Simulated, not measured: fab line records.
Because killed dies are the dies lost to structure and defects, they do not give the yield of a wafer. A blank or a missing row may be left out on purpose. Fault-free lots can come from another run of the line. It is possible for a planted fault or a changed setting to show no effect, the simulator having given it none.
fab line records | flow nand-harc
[record] lots = 7 wafers = 19 last-day = 33
route steps=1302 shown A_ONON_D1@426
lots that met no fault: from a run of the same line without faults
start-h: start of the lot's first displayed wafer, in hours after the record's first day | wait-h: hours since the lot's step before | " as in the row above | L1.1+2: several wafers, shown together as one row | - no value present, or no start provided | * or withheld: withheld | < > ~ a bound
route shown NAME@n: NAME is a module with steps in the file, n the number in the route of the first one | usual: average and standard deviation across the fault-free wafers | same: alike in all rows | chamber/n: place in a boat | sites: readings site by site | _std_site: standard deviation of those values | _edge_site: outer sites' mean less inner sites' | radius-mm: how far each site lies from the wafer's centre | mask NAME#n: copy n | behind: the most recent tool/chamber to have shaped the wafer | hold: the reason the lot was held/the length of the hold in hours/how it ended | device: the n, p or np transistor that did not switch | end of line: the route-end tests of the same wafers | where a step has no rows: the recipe by itself | killed: count of dies lost to structure and defects at first sort (not the wafer's yield) | map: a wafer's dies, marking killed ones x, the rest . and places with no die _
set.NAME: the setting that was run; set.NAME@STEP: the one run at that earlier step | model.NAME: the simulator's own value behind a step, which no gauge read
certain route steps with their lots: each step a table, each wafer a row
services: the hour from which a tool's chamber was out of use, counted from the record's first day as start-h (under 0 if before that day), plus the number of hours and why
[[steps]]
[step NHARC_A_ONON_D1_DEP_03]
[recipe] target-thk-a = 10000 n2-flow-sccm = 2750 n2o-flow-sccm = 2000 nh3-flow-sccm = 500 sih4-flow-sccm = 210 temp-c = 400
[step NHARC_A_ONON_D1_THK_MEAS_05]
[recipe] thk-meas-gauge = ellipsometry
[usual] thk-nm = 1002/9
// columns lot.wafer tool chamber start-h wait-h thk-nm
L573.1 film-metro-02 - 165.06 - 999
L573.5 " - " " 1000
L573.6 " - " " 999
L575.2 film-metro-02 - 180.18 - 1002
L575.4 " - " " 1005
L575.6 " - " " 1003
L582.1 film-metro-01 - 252.67 - 1003
L582.3 " - " " 1003
L582.6 " - " " 1005
L583.1 film-metro-02 - 260.94 - 1009
L583.2 " - " " 1007
L584.2 film-metro-02 - 273.34 - 1001
L584.3 " - " " 1000
L591.1 film-metro-02 - 340.98 - 986
L591.3 " - " " 986
L591.5 " - " " 985
L596.1 film-metro-02 - 389.89 - 1009
L596.5 " - " " 1008
L596.6 " - " " 1010
[step NHARC_A_ONON_D1_DEP_06]
[recipe] target-thk-a = 10000 n2-flow-sccm = 2750 n2o-flow-sccm = 2000 nh3-flow-sccm = 500 sih4-flow-sccm = 210 temp-c = 400
[step NHARC_A_ONON_D1_THK_MEAS_08]
[recipe] thk-meas-gauge = ellipsometry
[usual] thk-nm = 1002/12
// columns lot.wafer tool chamber start-h wait-h thk-nm
L573.1 film-metro-02 - 165.62 - 996
L573.5 " - " " 995
L573.6 " - " " 997
L575.2 film-metro-01 - 180.75 - 1011
L575.4 " - " " 1011
L575.6 " - " " 1011
L582.1 film-metro-01 - 253.23 - 979
L582.3 " - " " 979
L582.6 " - " " 981
L583.1 film-metro-01 - 261.51 - 983
L583.2 " - " " 983
L584.2 film-metro-01 - 273.90 - 1033
L584.3 " - " " 1035
L591.1 film-metro-02 - 341.56 - 1010
L591.3 " - " " 1009
L591.5 " - " " 1010
L596.1 film-metro-02 - 390.46 - 1012
L596.5 " - " " 1013
L596.6 " - " " 1012
[step NHARC_A_ONON_D1_DEP_09]
[recipe] target-thk-a = 10000 n2-flow-sccm = 2750 n2o-flow-sccm = 2000 nh3-flow-sccm = 500 sih4-flow-sccm = 210 temp-c = 400
[step NHARC_A_ONON_D1_THK_MEAS_11]
[recipe] thk-meas-gauge = ellipsometry
[usual] thk-nm = 1001/8.9
// columns lot.wafer tool chamber start-h wait-h thk-nm
L573.1 film-metro-01 - 166.19 - 994
L573.5 " - " " 992
L573.6 " - " " 992
L575.2 film-metro-01 - 181.32 - 1010
L575.4 " - " " 1008
L575.6 " - " " 1010
L582.1 film-metro-01 - 253.80 - 1007
L582.3 " - " " 1006
L582.6 " - " " 1007
L583.1 film-metro-02 - 262.07 - 1019
L583.2 " - " " 1017
L584.2 film-metro-01 - 274.47 - 996
L584.3 " - " " 997
L591.1 film-metro-02 - 342.12 - 1009
L591.3 " - " " 1010
L591.5 " - " " 1009
L596.1 film-metro-02 - 391.02 - 989
L596.5 " - " " 990
L596.6 " - " " 988
[step NHARC_A_ONON_D1_DEP_12]
[recipe] target-thk-a = 10000 n2-flow-sccm = 2750 n2o-flow-sccm = 2000 nh3-flow-sccm = 500 sih4-flow-sccm = 210 temp-c = 400
[step NHARC_A_ONON_D1_THK_MEAS_14]
[recipe] thk-meas-gauge = ellipsometry
[usual] thk-nm = 1000/9
// columns lot.wafer tool chamber start-h wait-h thk-nm
L573.1 film-metro-01 - 166.76 - 1007
L573.5 " - " " 1003
L573.6 " - " " 1006
L575.2 film-metro-02 - 181.89 - 990
L575.4 " - " " 990
L575.6 " - " " 990
L582.1 film-metro-01 - 254.37 - 999
L582.3 " - " " 999
L582.6 " - " " 1001
L583.1 film-metro-01 - 262.64 - 1003
L583.2 " - " " 1002
L584.2 film-metro-02 - 275.04 - 994
L584.3 " - " " 996
L591.1 film-metro-01 - 342.69 - 996
L591.3 " - " " 995
L591.5 " - " " 995
L596.1 film-metro-01 - 391.58 - 1006
L596.5 " - " " 1007
L596.6 " - " " 1007
[step NHARC_A_ONON_D1_ANNEAL_15]
[recipe] temp-c = 750 time-s = 3600
[step NHARC_A_ONON_D1_DEP_16]
[recipe] target-thk-a = 10000 n2-flow-sccm = 2750 n2o-flow-sccm = 2000 nh3-flow-sccm = 500 sih4-flow-sccm = 210 temp-c = 400
[step NHARC_A_ONON_D1_THK_MEAS_18]
[recipe] thk-meas-gauge = ellipsometry
[usual] thk-nm = 999/9.5
// columns lot.wafer tool chamber start-h wait-h thk-nm
L573.1 film-metro-02 - 176.26 - 1016
L573.5 " - " " 1016
L573.6 " - " " 1014
L575.2 film-metro-02 - 190.49 - 1000
L575.4 " - " " 1001
L575.6 " - " " 1002
L582.1 film-metro-02 - 265.68 - 1009
L582.3 " - " " 1008
L582.6 " - " " 1009
L583.1 film-metro-02 - 270.49 - 1003
L583.2 " - " " 1004
L584.2 film-metro-02 - 284.59 - 989
L584.3 " - " " 991
L591.1 film-metro-01 - 350.45 - 999
L591.3 " - " " 999
L591.5 " - " " 999
L596.1 film-metro-02 - 396.24 - 1004
L596.5 " - " " 1005
L596.6 " - " " 1006
[step NHARC_A_ONON_D1_DEP_19]
[recipe] target-thk-a = 10000 n2-flow-sccm = 2750 n2o-flow-sccm = 2000 nh3-flow-sccm = 500 sih4-flow-sccm = 210 temp-c = 400
[usual] n2o-flow-sccm = 2000/6
// columns lot.wafer tool chamber start-h wait-h n2o-flow-sccm
L573.1 pecvd-onon-04 0 176.31 0.1 1999
L573.5 " 0 " " 1997
L573.6 " 0 " " 1998
L575.2 pecvd-onon-04 0 190.61 0.1 2003
L575.4 " 0 " " 2005
L575.6 " 0 " " 2001
L582.1 pecvd-onon-04 0 265.73 0.1 1994
L582.3 " 0 " " 2002
L582.6 " 0 " " 1996
L583.1 pecvd-onon-04 0 270.54 0.1 2001
L583.2 " 0 " " 2009
L584.2 pecvd-onon-04 0 284.71 0.1 2003
L584.3 " 0 " " 2009
L591.1 pecvd-onon-01 0 350.51 0.1 1990
L591.3 " 0 " " 1996
L591.5 " 0 " " 1995
L596.1 pecvd-onon-01 0 396.30 0.1 1998
L596.5 " 0 " " 1996
L596.6 " 0 " " 1996
[step NHARC_A_ONON_D1_THK_MEAS_21]
[recipe] thk-meas-gauge = ellipsometry
[usual] thk-nm = 1000/9.5
// columns lot.wafer tool chamber start-h wait-h thk-nm
L573.1 film-metro-02 - 176.82 - 989
L573.5 " - " " 988
L573.6 " - " " 987
L575.2 film-metro-02 - 191.06 - 992
L575.4 " - " " 992
L575.6 " - " " 991
L582.1 film-metro-02 - 266.24 - 979
L582.3 " - " " 1056
L582.6 " - " " 979
L583.1 film-metro-02 - 271.06 - 991
L583.2 " - " " 1069
L584.2 film-metro-02 - 285.16 - 1083
L584.3 " - " " 1081
L591.1 film-metro-02 - 351.02 - 1011
L591.3 " - " " 1011
L591.5 " - " " 1011
L596.1 film-metro-01 - 396.81 - 993
L596.5 " - " " 993
L596.6 " - " " 994
[step NHARC_A_ONON_D1_DEP_22]
[recipe] target-thk-a = 10000 n2-flow-sccm = 2750 n2o-flow-sccm = 2000 nh3-flow-sccm = 500 sih4-flow-sccm = 210 temp-c = 400
[[services]]
// columns tool chamber start-h hours kind
pecvd-onon-01 - 269.00 13.0 pm
pecvd-onon-04 - 311.34 13.0 pm
[[key]]
[first-sign] step = NHARC_A_ONON_D1_THK_MEAS_21 reading = thk-nm direction = up sigmas = 7.6 usual = 1000 struck = 1072
effect none on later readings
met-at NHARC_A_ONON_D1_DEP_19
struck-wafers L582.3,L583.2,L584.2,L584.3
sort-left-out L582.3,L583.2,L584.2,L584.3
tester-left-out L582,L583,L584
onset-between 190.61 265.73
[fault] kind = process-parameter-drift tool = pecvd-onon-04 chamber = - onset-h = 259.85 steps = NHARC_A_ONON_D1_DEP_19 channel = target-thk-a offset = * shape = step end-h = 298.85 scope = struck-wafers-only acts-in = * stated = *
// tester-left-out: of these lots the tester's yield and bins aren't shown, on N5 and GAA mostly nor the transistor test; their killed dies are dies lost to structure and defects alone, not to doping, threshold or leakage, so they don't give the yield
// sort-left-out: the simulated sort isn't trusted on such a fault, so these wafers' sort isn't shown, and their yield isn't known
